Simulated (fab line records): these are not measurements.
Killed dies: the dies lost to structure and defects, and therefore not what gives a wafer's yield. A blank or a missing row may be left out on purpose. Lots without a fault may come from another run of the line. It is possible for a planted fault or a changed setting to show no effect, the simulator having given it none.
What tool caused it? | flow nand_harc | 6 lots with 18 wafers sampled at 5 steps, on a route of 1159 steps

== WHAT THE GAUGES SHOWED, per wafer ==
NHARC_END_SORT_01.
lot  | measured     | on        | killed_dies
L448 | day 23 00:46 | prober-01 | 21 17 21
L449 | day 23 16:25 | prober-01 | 28 22 28
L453 | day 24 00:25 | prober-02 | 675 675 677
L458 | day 24 08:00 | prober-01 | 35 46 39
L464 | day 25 18:58 | prober-02 | 33 57 50
L467 | day 25 23:50 | prober-01 | 20 18 23

== WHICH TOOL RAN EACH LOT (tool, then ch and the chambers of the sampled wafers, then the start) ==
lot  | NHARC_A_SLIT_DEP_00           | NHARC_THIN_TSV_DEGAS_49      | NHARC_THIN_TSV_CMP_21         | NHARC_THIN_TSV_ETCH_59
L448 | acl_dep-02 ch 0, day 14 12:19 | pvd_sputter-02, day 21 21:08 | cmp-04 ch 0,1, day 21 23:33   | rie_metal-02 ch 0,1, day 22 05:05
L449 | acl_dep-02 ch 0, day 15 04:32 | pvd_sputter-02, day 21 23:49 | cmp-03 ch 0,2,3, day 22 04:41 | rie_metal-02 ch 0,1, day 22 06:45
L453 | acl_dep-02 ch 0, day 16 19:16 | -                            | -                             | -
L458 | acl_dep-03 ch 0, day 17 09:11 | pvd_sputter-02, day 22 07:31 | cmp-04 ch 0,1,3, day 22 09:07 | rie_metal-03 ch 0,1, day 22 10:59
L464 | acl_dep-03 ch 0, day 19 00:41 | pvd_sputter-03, day 23 16:32 | cmp-02 ch 1,2,3, day 23 18:07 | rie_metal-02 ch 0,1, day 23 19:59
L467 | acl_dep-01 ch 0, day 19 10:11 | pvd_sputter-01, day 24 01:05 | cmp-03 ch 1,2, day 24 02:43   | rie_metal-03 ch 0,1, day 24 04:40
- NHARC_A_SLIT_DEP_00: deposits aC, target thk 3200 nm.
- NHARC_THIN_TSV_DEGAS_49: time 120 s.
- NHARC_THIN_TSV_CMP_21: polishes, t overpolish 30 s, target thk 2000 nm.
- NHARC_THIN_TSV_ETCH_59: etches the open film in Cl2/BCl3, target depth 880 nm, time 138.1 s.

== THE ANSWER, worked out from the rows above alone ==
Rule: what is usual is taken from the lots themselves. The widest of any qualifying gaps counts: lots, ordered by their means at a reading, are off when they make up no more than a third of the lots, leave a main group of 4 or more, and stand apart from it by 3 or more times the standard deviation of that group's means. A main group whose means are all the same, to the digits that the tables above print for the reading, isn't used. Also off: a lot with no number at a reading for which 4 or more lots have one. The other lots that the step has rows for count as sound.
Off: L453 (NHARC_END_SORT_01, killed_dies). The main group: mean 31, standard deviation 11.
If a tool, at a process step before that reading, ran all the lots that are off and no sound lot after the first of them, it fits. Gauges at NHARC_END_SORT_01: tried the same way as those tools. One fits: NHARC_A_SLIT_DEP_00 on acl_dep-02. A fault onset in the window from L449 (day 15 04:32, its last sound lot) to L453 (day 16 19:16, its first lot off) fits.

== WHAT THE SIMULATOR HAD PUT IN ==
Process parameters drifting: acl_dep-02 at NHARC_A_SLIT_DEP_00, beginning at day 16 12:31. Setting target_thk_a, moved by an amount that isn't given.
Struck lots among those shown: L453. The same result came from the rule above.
